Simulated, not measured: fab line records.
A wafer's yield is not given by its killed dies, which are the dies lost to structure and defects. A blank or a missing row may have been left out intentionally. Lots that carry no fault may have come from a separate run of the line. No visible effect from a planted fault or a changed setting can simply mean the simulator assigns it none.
Split-lot experiment + flow n5_finfet + 21 wafers read across 7 lots, on a route 1938 steps long

## SPLIT DETAILS
At N5_HKMG_FIN_COAT_43 (resist thk 90 nm), the setting spin_rpm was moved away from the recipe's 1500 rpm on 6 of the 21 wafers read, by -9.5% to +6.5%. All remaining wafers had this setting at the recipe value.

## FROM THE SPLIT TO THE READING: what the file shows between them, 6 steps
- N5_HKMG_FIN_EBR_45
- N5_HKMG_FIN_SOFTBAKE_44: time 60 s
- N5_HKMG_FIN_EXPOSE_46: exposes mask NDIPOLE
- N5_HKMG_FIN_PEB_47: peb time 60 s
- N5_HKMG_FIN_DEVELOP_48: develop time 30 s
- N5_HKMG_FIN_DESCUM_53: chemistry O2, time 7.9 s

## THE READING
CAR-ArF_of_HKMG_FIN_COAT_43.thk_nm (the simulator's own value, which no gauge read), in nm, at N5_HKMG_FIN_ETCH_54 (etches SiARC in CF4, target depth 45.5 nm, time 75.8 s). There is no usual value for it anywhere in the file. Average 50.7 nm, standard deviation 0.41 nm, over the 15 wafers here run with the recipe.

| wafer  | tool, chamber at the split | spin_rpm as run, rpm | against the recipe | CAR-ArF_of_HKMG_FIN_COAT_43.thk_nm, nm | against lot-mates on the recipe |
|--------|----------------------------|----------------------|--------------------|----------------------------------------|---------------------------------|
| L082.2 | litho_track-02, 0          | 1500                 | recipe             | 50.4                                   | -                               |
| L082.3 | litho_track-02, 0          | 1500                 | recipe             | 50.4                                   | -                               |
| L082.4 | litho_track-02, 0          | 1598                 | +6.5%              | 47.8                                   | -2.6                            |
| L083.1 | litho_track-05, 0          | 1500                 | recipe             | 49.8                                   | -                               |
| L083.2 | litho_track-05, 0          | 1358                 | -9.5%              | 55                                     | +4.9                            |
| L083.5 | litho_track-05, 0          | 1500                 | recipe             | 50.4                                   | -                               |
| L085.1 | litho_track-02, 0          | 1588                 | +5.9%              | 47.8                                   | -2.7                            |
| L085.2 | litho_track-02, 0          | 1500                 | recipe             | 50.4                                   | -                               |
| L085.4 | litho_track-02, 0          | 1500                 | recipe             | 50.6                                   | -                               |
| L089.3 | litho_track-01, 0          | 1500                 | recipe             | 51                                     | -                               |
| L089.4 | litho_track-01, 0          | 1500                 | recipe             | 51.4                                   | -                               |
| L089.5 | litho_track-01, 0          | 1500                 | recipe             | 51.4                                   | -                               |
| L092.3 | litho_track-02, 0          | 1500                 | recipe             | 50.8                                   | -                               |
| L092.6 | litho_track-02, 0          | 1500                 | recipe             | 50.8                                   | -                               |
| L092.4 | litho_track-02, 0          | 1434                 | -4.4%              | 52.6                                   | +1.8                            |
| L093.1 | litho_track-02, 0          | 1500                 | recipe             | 51                                     | -                               |
| L093.2 | litho_track-02, 0          | 1500                 | recipe             | 51                                     | -                               |
| L093.4 | litho_track-02, 0          | 1500                 | recipe             | 50.8                                   | -                               |
| L094.3 | litho_track-05, 0          | 1500                 | recipe             | 50.6                                   | -                               |
| L094.4 | litho_track-05, 0          | 1367                 | -8.9%              | 55                                     | +4.4                            |
| L094.5 | litho_track-05, 0          | 1367                 | -8.9%              | 54.8                                   | +4.2                            |

THE FIT
A straight line over all 21 wafers: CAR-ArF_of_HKMG_FIN_COAT_43.thk_nm changes by -0.464 nm for each +1% of spin_rpm; r = -0.98; the points scatter about the line by 0.37 nm.
The same after taking each lot's own level away (the mean of its wafers on the recipe; 21 wafers): -0.473 nm for each +1%; r = -0.99; scatter 0.21 nm.
That fit puts the effect of the largest move of spin_rpm on the reading at 4.5 nm.
The lots' own levels span 50.10 to 51.27 nm, that is 2.9 times the standard deviation above.
The two slopes are in agreement: the lot-to-lot level therefore moves the slope only a little.
Check: with one of the wafers moved furthest among these (-9.5%) left out of the fit, the line predicts +4.39 nm for it against its lot-mates. Against them it came out at +4.9 nm.

## ADDITIONAL SPLITS CARRIED BY THESE WAFERS
These wafers also went through other splits before the reading. Each is held against what the fit with the lots' levels taken away leaves over:
| other split on the same wafers | wafers away from the commonest value | r with CAR-ArF_of_HKMG_FIN_COAT_43.thk_nm (lot level and that fit taken away) |
|--------------------------------|--------------------------------------|-------------------------------------------------------------------------------|
| N5_SD_EPI_N_DESCUM_14 time_s   | 6                                    | +0.02                                                                         |
| N5_SD_EPI_P_COAT_34 spin_rpm   | 7                                    | +0.54                                                                         |
| N5_SD_EPI_P_PEB_07 peb_time_s  | 6                                    | -0.05                                                                         |

## THE WHOLE CHAIN: every reading that the file lists as answering this split, in the file's order
| step                   | what it does                                           | reading                                                                             | change (the file's fit)               | r (the file's) |
|------------------------|--------------------------------------------------------|-------------------------------------------------------------------------------------|---------------------------------------|----------------|
| N5_HKMG_FIN_COAT_43    | resist thk 90 nm                                       | CAR-ArF_of_HKMG_FIN_COAT_43.thk_nm (the simulator's own value, which no gauge read) | -0.483 nm for each +1% of the setting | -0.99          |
| N5_HKMG_FIN_DEVELOP_48 | develop time 30 s                                      | CAR-ArF_of_HKMG_FIN_COAT_43.thk_nm (the simulator's own value, which no gauge read) | -0.486 nm for each +1% of the setting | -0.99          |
| N5_HKMG_FIN_ETCH_54    | etches SiARC in CF4, target depth 45.5 nm, time 75.8 s | CAR-ArF_of_HKMG_FIN_COAT_43.thk_nm (the simulator's own value, which no gauge read) | -0.473 nm for each +1% of the setting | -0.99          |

## THE FILE'S OWN FIT
CAR-ArF_of_HKMG_FIN_COAT_43.thk_nm changes by -0.473 nm for each +1% of spin_rpm, r = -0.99.
